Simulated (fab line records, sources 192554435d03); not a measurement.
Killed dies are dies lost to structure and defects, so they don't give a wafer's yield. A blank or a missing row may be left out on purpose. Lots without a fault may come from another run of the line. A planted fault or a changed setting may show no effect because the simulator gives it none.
fab line records | flow n5_finfet | part 1 of 2: steps 1 to 19 of 26
record lots=5 wafers=15 last_day=18
route steps=1938 shown BEOL_M0_SAQP@643
lots that met no fault: from a run of the same line without faults
start_h: hours from the record's first day to the start of the lot's first wafer shown | wait_h: hours since the lot's step before | " the same as in the row above | L1.1+2: a row that stands for several wafers | - no value, or no start given | * or withheld: withheld | < > ~ a bound
route shown NAME@n: a module of which the file shows steps, and the number in the route of the first | usual: mean/standard deviation of fault-free wafers | same: alike in all rows | chamber/n: place in a boat | sites: the reading at each site | _std_site: their standard deviation | _edge_site: outer sites' mean less inner sites' | radius_mm: how far each site lies from the wafer's centre | mask NAME#n: copy n | behind: the tool/chamber that last shaped the wafer | hold: why the lot was held/for how many hours/how that ended | device: the transistor (n, p or np) that didn't switch | end of line: the same wafers' tests at the end of the route | a step without rows: its recipe alone | killed: dies lost to structure and defects at the first sort, not the wafer's yield | map: a wafer's dies, x killed, . not, _ none there
set.NAME: the setting as run; set.NAME@STEP: as run at that earlier step | model.NAME: the simulator's own value behind a step, which no gauge read
lots at some steps of the route; a table a step, a row a wafer
services: from which hour (start_h, from the record's first day; less than 0 if before it) a tool's chamber was out of use, for how many hours, and why
## steps
# step N5_BEOL_M0_SAQP_COAT_08
# recipe resist=CAR-ArF spin_rpm=1500 resist_thk_nm=90
# usual dispense_pressure_kPa=46/4.9 exhaust_pa=45.1/0.71
# columns lot.wafer tool chamber start_h wait_h dispense_pressure_kPa exhaust_pa
L080.1 litho_track-04 0 - - 43 44.4
L080.3 " 0 " " 43 46.1
L080.6 " 0 " " 43 45.9
L082.1 litho_track-03 0 - - 42 45.9
L082.4 " 0 " " 42 46.0
L082.5 " 0 " " 42 45.2
L090.1 litho_track-04 0 - - 43 45.2
L090.2 " 0 " " 43 44.5
L090.6 " 0 " " 43 44.8
L092.1 litho_track-03 0 - - 42 44.8
L092.2 " 0 " " 42 44.4
L092.6 " 0 " " 42 44.9
L097.3 litho_track-05 0 - - 53 45.5
L097.5 " 0 " " 53 46.6
L097.6 " 0 " " 53 45.6
# step N5_BEOL_M0_SAQP_EBR_10
# recipe solvent=PGMEA ebr_width_mm=1.5
# usual exhaust_pa=44.9/0.8
# columns lot.wafer tool chamber start_h wait_h exhaust_pa
L080.1 litho_track-04 0 - - 45.8
L080.3 " 0 " " 45.0
L080.6 " 0 " " 44.6
L082.1 litho_track-03 0 - - 44.3
L082.4 " 0 " " 44.0
L082.5 " 0 " " 44.8
L090.1 litho_track-04 0 - - 44.2
L090.2 " 0 " " 45.2
L090.6 " 0 " " 44.8
L092.1 litho_track-03 0 - - 45.2
L092.2 " 0 " " 44.7
L092.6 " 0 " " 43.5
L097.3 litho_track-05 0 - - 44.3
L097.5 " 0 " " 45.4
L097.6 " 0 " " 45.3
# step N5_BEOL_M0_SAQP_SOFTBAKE_09
# recipe temp_c=110 time_s=60 resist=CAR-ArF
# usual exhaust_pa=45.1/0.8
# same time_s=60
# columns lot.wafer tool chamber start_h wait_h exhaust_pa
L080.1 litho_track-04 0 - - 45.0
L080.3 " 0 " " 44.7
L080.6 " 0 " " 44.0
L082.1 litho_track-03 0 - - 44.8
L082.4 " 0 " " 45.9
L082.5 " 0 " " 44.4
L090.1 litho_track-04 0 - - 42.6
L090.2 " 0 " " 45.1
L090.6 " 0 " " 44.8
L092.1 litho_track-03 0 - - 45.2
L092.2 " 0 " " 44.7
L092.6 " 0 " " 44.0
L097.3 litho_track-05 0 - - 45.3
L097.5 " 0 " " 45.1
L097.6 " 0 " " 45.1
# step N5_BEOL_M0_SAQP_EXPOSE_11
# recipe mask_id=M0_CORE na=1.35 source_shape=dipole sigma_inner=0.538 sigma_outer=0.738 polarization=te target_cd_nm=42 dose_mj=55
# columns lot.wafer tool chamber start_h wait_h mask
L080.1+3+6 arfi_scanner-03 0 147.16 - M0_CORE#0
L082.1+4+5 arfi_scanner-02 0 162.31 - M0_CORE#0
L090.1+2+6 arfi_scanner-01 0 208.97 - M0_CORE#0
L092.1+2+6 arfi_scanner-02 0 224.17 - M0_CORE#0
L097.3+5+6 arfi_scanner-01 0 245.97 - M0_CORE#0
# step N5_BEOL_M0_SAQP_PEB_12
# recipe peb_temp_c=withheld peb_time_s=60 resist=CAR-ArF
# usual exhaust_pa=45.1/0.76
# columns lot.wafer tool chamber start_h wait_h exhaust_pa
L080.1 litho_track-05 0 147.22 0.1 45.0
L080.3 " 0 " " 45.6
L080.6 " 0 " " 45.1
L082.1 litho_track-04 0 162.37 0.1 45.5
L082.4 " 0 " " 44.8
L082.5 " 0 " " 44.5
L090.1 litho_track-04 0 209.03 0.1 46.2
L090.2 " 0 " " 45.5
L090.6 " 0 " " 45.3
L092.1 litho_track-05 0 224.23 0.1 44.1
L092.2 " 0 " " 45.2
L092.6 " 0 " " 45.2
L097.3 litho_track-03 0 246.02 0.0 45.2
L097.5 " 0 " " 46.4
L097.6 " 0 " " 47.3
# step N5_BEOL_M0_SAQP_DEVELOP_13
# recipe develop_time_s=30 developer=TMAH resist=CAR-ArF dev_temp_c=23 rinse_liquid=diw dry=air_spin
# usual exhaust_pa=45.0/0.96
# columns lot.wafer tool chamber start_h wait_h exhaust_pa
L080.1 litho_track-05 0 - - 44.5
L080.3 " 0 " " 44.4
L080.6 " 0 " " 44.0
L082.1 litho_track-04 0 - - 46.9
L082.4 " 0 " " 46.2
L082.5 " 0 " " 45.9
L090.1 litho_track-04 0 - - 43.9
L090.2 " 0 " " 44.4
L090.6 " 0 " " 43.2
L092.1 litho_track-05 0 - - 44.4
L092.2 " 0 " " 45.8
L092.6 " 0 " " 45.2
L097.3 litho_track-03 0 - - 44.8
L097.5 " 0 " " 45.4
L097.6 " 0 " " 44.7
# step N5_BEOL_M0_SAQP_CD_MEAS_14
# recipe target_cd_nm=42.5 landing_energy_ev=500 detector=se_inlens
# usual cd_nm=42.4/0.38
# same landing_energy_ev=500
# columns lot.wafer tool chamber start_h wait_h cd_nm
L080.1 cd_sem-03 0 147.29 - 43.0
L080.3 " 0 " " 42.3
L080.6 " 0 " " 42.6
L082.1 cd_sem-03 0 162.44 - 42.7
L082.4 " 0 " " 43.8
L082.5 " 0 " " 42.3
L090.1 cd_sem-01 0 209.10 - 42.7
L090.2 " 0 " " 43.2
L090.6 " 0 " " 42.1
L092.1 cd_sem-03 0 224.30 - 42.8
L092.2 " 0 " " 42.5
L092.6 " 0 " " 42.5
L097.3 cd_sem-03 0 246.09 - 42.4
L097.5 " 0 " " 41.9
L097.6 " 0 " " 42.1
# step N5_BEOL_M0_SAQP_OVL_MEAS_15
# recipe points_per_wafer=44
# usual M0_CORE_OVL=-0.6/0.67
# columns lot.wafer tool chamber start_h wait_h M0_CORE_OVL[nm]
L080.1 overlay-02 0 147.32 0.0 -0.5
L080.3 " 0 " " -1.1
L080.6 " 0 " " -0.8
L082.1 overlay-01 0 162.47 0.0 -0.1
L082.4 " 0 " " -0.5
L082.5 " 0 " " 0.5
L090.1 overlay-02 0 209.13 0.0 -1.6
L090.2 " 0 " " -0.2
L090.6 " 0 " " -0.3
L092.1 overlay-02 0 224.33 0.0 -0.6
L092.2 " 0 " " -0.7
L092.6 " 0 " " -0.3
L097.3 overlay-01 0 246.12 0.0 -0.4
L097.5 " 0 " " 0.2
L097.6 " 0 " " -1.4
# step N5_BEOL_M0_SAQP_INSPECT_16
# recipe mode=adi inspect_instrument=brightfield
# usual raw_defect_count=494/150
# columns lot.wafer tool chamber start_h wait_h raw_defect_count
L080.1 defect_inspect-01 - 147.34 0.0 809
L080.3 " - " " 581
L080.6 " - " " 702
L082.1 defect_inspect-01 - 162.49 0.0 491
L082.4 " - " " 393
L082.5 " - " " 482
L090.1 defect_inspect-01 - 209.15 0.0 534
L090.2 " - " " 441
L090.6 " - " " 581
L092.1 defect_inspect-01 - 224.36 0.0 484
L092.2 " - " " 685
L092.6 " - " " 517
L097.3 defect_inspect-02 - 246.14 0.0 473
L097.5 " - " " 629
L097.6 " - " " 410
# step N5_BEOL_M0_SAQP_DESCUM_19
# recipe chemistry=O2 time_s=7.9 source_power_w=50 bias_power_w=20 pressure_mtorr=20 rf_frequency_hz=2.712e+07 temp_c=40 resist=CAR-ArF o2_flow_sccm=225
# usual drypump_motor_current_A=5.7/0.38 oes_product_au=0.75/0.054 rf_vpp_V=243.6/1.3 showerhead_plenum_p_Torr=2.12/0.07 throttle_valve_pct=20.48/0.21
# same time_s=7.9
# columns lot.wafer tool chamber start_h wait_h drypump_motor_current_A oes_product_au rf_hours_counter_h rf_vpp_V showerhead_plenum_p_Torr throttle_valve_pct
L080.1 rie_diel-06 1 147.38 0.0 5.8 0.73 217 244.4 2.16 20.72
L080.3 " 0 " " 5.3 0.89 45 245.6 2.14 20.35
L080.6 " 0 " " 5.3 0.88 - 242.1 2.14 20.36
L082.1 rie_diel-03 1 162.55 0.1 5.5 0.70 226 242.2 2.04 20.31
L082.4 " 3 " " 5.6 0.75 185 243.8 2.07 20.45
L082.5 " 2 " " 5.8 0.70 - 241.9 2.08 20.72
L090.1 rie_diel-03 3 209.18 0.0 5.6 0.73 203 243.1 2.06 20.49
L090.2 " 0 " " 5.4 0.77 151 244.2 2.20 20.49
L090.6 " 1 " " 5.5 0.69 - 242.9 2.04 20.35
L092.1 rie_diel-03 3 224.39 0.0 5.5 0.73 209 242.4 2.06 20.49
L092.2 " 2 " " 5.8 1.00 1 242.3 2.07 20.37
L092.6 " 2 " " 5.8 1.00 - 242.3 2.07 20.35
L097.3 rie_diel-06 0 246.18 0.0 5.4 0.84 77 243.8 2.13 20.38
L097.5 " 2 " " 6.1 0.74 - 244.5 2.19 20.74
L097.6 " 1 " " 5.8 0.71 - 241.9 2.16 20.72
# step N5_BEOL_M0_SAQP_ETCH_83
# recipe chemistry=CF4 target=SiARC target_depth_a=390 mask_material=CAR-ArF time_s=65 ion_energy_ev=80 pressure_mtorr=40 source_w=545 bias_w=36 Ar_flow_sccm=100 cf4_flow_sccm=100 ends=cleared
# usual drypump_motor_current_A=5.7/0.38 etch_rf_on_time_s=65.3/1.7 mfc_ar_sccm=100.0/0.34 oes_product_au=0.64/0.042 rf_vpp_V=184.4/1.2 showerhead_plenum_p_Torr=2.17/0.062 throttle_valve_pct=15.69/0.19
# columns lot.wafer tool chamber start_h wait_h drypump_motor_current_A etch_rf_on_time_s mfc_ar_sccm oes_product_au rf_hours_counter_h rf_vpp_V showerhead_plenum_p_Torr throttle_valve_pct
L080.1 rie_diel-06 1 147.41 0.0 5.7 66.6 100.0 0.61 217 184.4 2.21 15.88
L080.3 " 0 " " 5.3 66.6 99.9 0.74 45 183.8 2.18 15.43
L080.6 " 0 " " 5.3 66.3 100.4 0.74 - 184.8 2.18 15.41
L082.1 rie_diel-03 1 162.58 0.0 5.5 67.8 100.4 0.59 226 184.5 2.13 15.79
L082.4 " 3 " " 5.5 63.6 100.1 0.64 185 184.6 2.13 15.68
L082.5 " 2 " " 5.8 65.2 100.4 0.60 - 183.6 2.11 15.82
L090.1 rie_diel-03 3 209.22 0.0 5.6 63.8 100.5 0.63 203 184.0 2.12 15.72
L090.2 " 0 " " 5.3 67.4 100.3 0.65 151 185.3 2.24 15.64
L090.6 " 1 " " 5.5 67.0 100.1 0.59 - 185.4 2.13 15.85
L092.1 rie_diel-03 3 224.43 0.0 5.6 64.2 99.8 0.63 209 183.6 2.12 15.73
L092.2 " 2 " " 5.8 63.9 99.7 0.85 1 182.8 2.10 15.34
L092.6 " 2 " " 5.8 64.1 100.1 0.84 - 183.2 2.10 15.34
L097.3 rie_diel-06 0 246.21 0.0 5.3 67.3 99.7 0.70 77 184.9 2.17 15.47
L097.5 " 2 " " 6.1 64.4 100.2 0.64 - 185.9 2.23 15.84
L097.6 " 1 " " 5.8 68.4 99.9 0.59 - 186.4 2.20 15.89
# step N5_BEOL_M0_SAQP_ETCH_84
# recipe chemistry=N2/H2 target=SOC target_depth_a=1000 overetch_a=200 mask_material=SiARC temp_c=40 time_s=150 ion_energy_ev=200 pressure_mtorr=30 source_w=840 bias_w=150 n2_flow_sccm=200 h2_flow_sccm=200
# usual drypump_motor_current_A=5.7/0.38 h2_flow_sccm=199.9/0.66 oes_product_au=0.67/0.044 rf_vpp_V=524.9/2.1 showerhead_plenum_p_Torr=2.58/0.073 throttle_valve_pct=17.90/0.17
# same time_s=150
# columns lot.wafer tool chamber start_h wait_h drypump_motor_current_A h2_flow_sccm oes_product_au rf_hours_counter_h rf_vpp_V showerhead_plenum_p_Torr throttle_valve_pct
L080.1 rie_diel-06 1 147.46 0.0 5.8 200.7 0.65 217 525.4 2.62 17.97
L080.3 " 0 " " 5.4 200.5 0.78 45 525.8 2.59 17.65
L080.6 " 0 " " 5.4 200.7 0.77 - 524.7 2.59 17.65
L082.1 rie_diel-03 1 162.63 0.0 5.5 199.7 0.64 226 524.3 2.49 17.77
L082.4 " 3 " " 5.5 200.3 0.67 185 523.0 2.54 18.03
L082.5 " 2 " " 5.8 199.9 0.63 - 523.3 2.49 17.92
L090.1 rie_diel-03 3 209.27 0.0 5.6 200.6 0.66 203 524.0 2.53 18.07
L090.2 " 0 " " 5.3 199.2 0.69 151 527.6 2.66 17.92
L090.6 " 1 " " 5.5 199.9 0.63 - 523.4 2.49 17.79
L092.1 rie_diel-03 3 224.48 0.0 5.6 200.1 0.65 209 524.2 2.53 18.09
L092.2 " 2 " " 5.8 200.7 0.87 1 522.4 2.48 17.50
L092.6 " 2 " " 5.8 199.7 0.87 - 522.4 2.49 17.49
L097.3 rie_diel-06 0 246.26 0.0 5.3 200.3 0.75 78 524.8 2.58 17.70
L097.5 " 2 " " 6.1 200.0 0.66 - 526.6 2.64 18.02
L097.6 " 1 " " 5.8 199.7 0.65 - 525.5 2.61 17.97
# step N5_BEOL_M0_SAQP_STRIP_80
# recipe chemistry=N2/H2 temp_c=40 n2_flow_sccm=200 h2_flow_sccm=200 rf_frequency_hz=6e+07
# columns lot.wafer tool chamber start_h wait_h
L080.1+3+6 rie_diel-06 1,0,0 147.56 0.0
L082.1+4+5 rie_diel-03 1,3,2 162.73 0.0
L090.1+2+6 rie_diel-03 3,0,1 209.37 0.0
L092.1+2+6 rie_diel-03 3,2,2 224.57 0.0
L097.3+5+6 rie_diel-06 0,2,1 246.36 0.0
# step N5_BEOL_M0_SAQP_HM_OPEN_112
# recipe chemistry=CHF3/O2 target=SiO2 stop_on=a-Si target_depth_a=120 over_etch_frac=1.25 mask_material=SOC time_s=13.5 pressure_mtorr=30 source_w=650 bias_w=170 Ar_flow_sccm=200 CHF3_flow_sccm=50 O2_flow_sccm=5 ion_energy_ev=200 ends=end_point
# usual drypump_motor_current_A=5.7/0.38 mfc_ar_sccm=200.1/0.54 oes_product_au=0.49/0.032 rf_vpp_V=520/9.3 showerhead_plenum_p_Torr=2.44/0.068 throttle_valve_pct=18.89/0.2
# columns lot.wafer tool chamber start_h wait_h drypump_motor_current_A mfc_ar_sccm oes_product_au rf_hours_counter_h rf_vpp_V showerhead_plenum_p_Torr throttle_valve_pct
L080.1 rie_diel-06 1 147.57 0.0 5.8 200.1 0.47 217 533 2.48 19.08
L080.3 " 0 " " 5.3 200.8 0.57 45 529 2.45 18.69
L080.6 " 0 " " 5.3 199.8 0.57 - 529 2.45 18.69
L082.1 rie_diel-03 1 162.74 0.0 5.5 201.2 0.46 226 521 2.40 19.00
L082.4 " 3 " " 5.6 199.9 0.50 185 506 2.39 18.90
L082.5 " 2 " " 5.8 200.0 0.45 - 514 2.36 18.98
L090.1 rie_diel-03 3 209.38 0.0 5.6 200.0 0.47 203 506 2.38 18.92
L090.2 " 0 " " 5.4 200.9 0.50 151 520 2.51 18.83
L090.6 " 1 " " 5.5 200.5 0.46 - 521 2.39 19.04
L092.1 rie_diel-03 3 224.58 0.0 5.6 200.8 0.47 210 506 2.38 18.93
L092.2 " 2 " " 5.9 200.6 0.63 2 504 2.36 18.55
L092.6 " 2 " " 5.8 199.9 0.64 - 506 2.36 18.56
L097.3 rie_diel-06 0 246.37 0.0 5.3 198.9 0.54 78 528 2.44 18.74
L097.5 " 2 " " 6.1 199.9 0.48 - 528 2.50 19.04
L097.6 " 1 " " 5.8 199.5 0.47 - 533 2.48 19.09
# step N5_BEOL_M0_SAQP_STRIP_113
# recipe chemistry=CHF3/O2 resist=SiARC rf_frequency_hz=6e+07
# columns lot.wafer tool chamber start_h wait_h
L080.1+3+6 rie_diel-06 1,0,0 147.62 0.0
L082.1+4+5 rie_diel-03 1,3,2 162.79 0.0
L090.1+2+6 rie_diel-03 3,0,1 209.43 0.0
L092.1+2+6 rie_diel-03 3,2,2 224.63 0.0
L097.3+5+6 rie_diel-06 0,2,1 246.42 0.0
# step N5_BEOL_M0_SAQP_MANDREL_ETCH_20
# recipe target_depth_a=600 chemistry=HBr/Cl2 target=a-Si stop_on=SiNx bt_time_s=10 mask_material=SOC over_etch_frac=0.5 time_s=30 pressure_mtorr=10 icp_w=800 bias_w=75 HBr_flow_sccm=150 Cl2_flow_sccm=80 ends=end_point
# usual drypump_motor_current_A=5.7/0.54 oes_product_au=0.778/0.014 throttle_valve_pct=35.4/0.31
# columns lot.wafer tool chamber start_h wait_h drypump_motor_current_A oes_product_au rf_hours_counter_h throttle_valve_pct
L080.1 rie_si-05 1 147.65 0.0 5.4 0.800 49 34.7
L080.3 " 3 " " 6.1 0.790 65 35.7
L080.6 " 2 " " 6.3 0.777 - 35.4
L082.1 rie_si-04 1 162.82 0.0 5.3 0.754 186 35.4
L082.4 " 0 " " 5.1 0.771 - 35.4
L082.5 " 3 " " 5.5 0.778 - 35.3
L090.1 rie_si-05 0 209.46 0.0 5.9 0.745 11 35.8
L090.2 " 2 " " 6.3 0.784 102 35.4
L090.6 " 2 " " 6.3 0.774 - 35.4
L092.1 rie_si-03 0 224.67 0.0 6.7 0.776 85 35.2
L092.2 " 3 " " 5.7 0.785 8 36.1
L092.6 " 1 " " 5.3 0.801 - 35.2
L097.3 rie_si-05 2 246.45 0.0 6.3 0.774 103 35.4
L097.5 " 3 " " 6.1 0.794 - 35.6
L097.6 " 2 " " 6.3 0.788 - 35.4
# step N5_BEOL_M0_SAQP_STRIP_86
# recipe chemistry=N2/H2 power_w=500 temp_c=40 pressure_mtorr=50 rf_frequency_hz=6e+07 overash_fraction=0.3 bias_power_w=28 h2_frac=0.5 n2_flow_sccm=300 h2_flow_sccm=300
# usual drypump_motor_current_A=5.7/0.35 h2_flow_sccm=300.1/0.85 oes_product_au=0.75/0.058 rf_vpp_V=122.2/1.6 showerhead_plenum_p_Torr=3.41/0.088 throttle_valve_pct=18.99/0.22
# columns lot.wafer tool chamber start_h wait_h drypump_motor_current_A h2_flow_sccm oes_product_au rf_hours_counter_h rf_vpp_V showerhead_plenum_p_Torr throttle_valve_pct
L080.1 rie_diel-03 0 147.75 0.1 5.3 300.4 0.80 129 124.2 3.52 19.27
L080.3 " 3 " " 5.6 300.5 0.74 180 121.4 3.36 19.20
L080.6 " 2 " " 5.8 301.0 0.71 - 121.9 3.29 18.87
L082.1 rie_diel-03 1 162.93 0.1 5.6 301.1 0.69 226 121.5 3.30 18.76
L082.4 " 2 " " 5.8 299.3 0.69 243 121.1 3.29 18.88
L082.5 " 2 " " 5.8 299.1 0.68 - 121.0 3.29 18.92
L090.1 rie_diel-03 1 209.56 0.1 5.5 300.0 0.68 244 118.4 3.29 18.79
L090.2 " 3 " " 5.6 299.7 0.74 203 121.1 3.35 19.26
L090.6 " 1 " " 5.6 300.3 0.69 - 122.3 3.29 18.82
L092.1 rie_diel-02 3 224.76 0.1 5.6 299.8 0.70 237 121.7 3.44 19.14
L092.2 " 1 " " 6.0 300.9 0.75 156 122.2 3.38 18.63
L092.6 " 3 " " 5.6 300.6 0.69 - 125.7 3.44 19.15
L097.3 rie_diel-02 3 246.55 0.1 5.6 299.8 0.70 244 122.8 3.43 19.14
L097.5 " 3 " " 5.6 299.9 0.69 - 123.1 3.43 19.15
L097.6 " 2 " " 5.1 300.0 0.74 - 121.7 3.47 18.95
# step N5_BEOL_M0_SAQP_STRIP_115
# recipe chemistry=post_etch_residue_remover time_s=60 temp_c=25 remover_ph=withheld remover_water_wt_pct=withheld remover_fluoride_wt_pct=withheld
# same time_s=60
# columns lot.wafer tool chamber start_h wait_h
L080.1+3+6 wet_bench-02 2,4,3 147.82 -
L082.1+4+5 wet_bench-02 4,5,1 163.00 -
L090.1+2+6 wet_bench-06 0,3,1 209.63 -
L092.1+2+6 wet_bench-05 2,5,1 224.83 -
L097.3+5+6 wet_bench-02 7,2,0 246.62 -
# step N5_BEOL_M0_SAQP_SRD_93
# recipe dry=ipa_marangoni time_s=30 temp_c=23 rinse_liquid=diw
# usual bath_heat_duty_pct=3.6/0.58
# same time_s=30
# columns lot.wafer tool chamber start_h wait_h bath_heat_duty_pct
L080.1 wet_bench-02 2 147.84 0.0 4.3
L080.3 " 4 " " 3.5
L080.6 " 3 " " 3.0
L082.1 wet_bench-02 4 163.01 0.0 3.1
L082.4 " 5 " " 2.0
L082.5 " 1 " " 2.9
L090.1 wet_bench-06 0 209.64 0.0 3.9
L090.2 " 3 " " 2.2
L090.6 " 1 " " 4.3
L092.1 wet_bench-05 2 224.85 0.0 3.8
L092.2 " 5 " " 2.9
L092.6 " 1 " " 4.4
L097.3 wet_bench-02 7 246.64 0.0 3.7
L097.5 " 2 " " 4.1
L097.6 " 0 " " 3.5
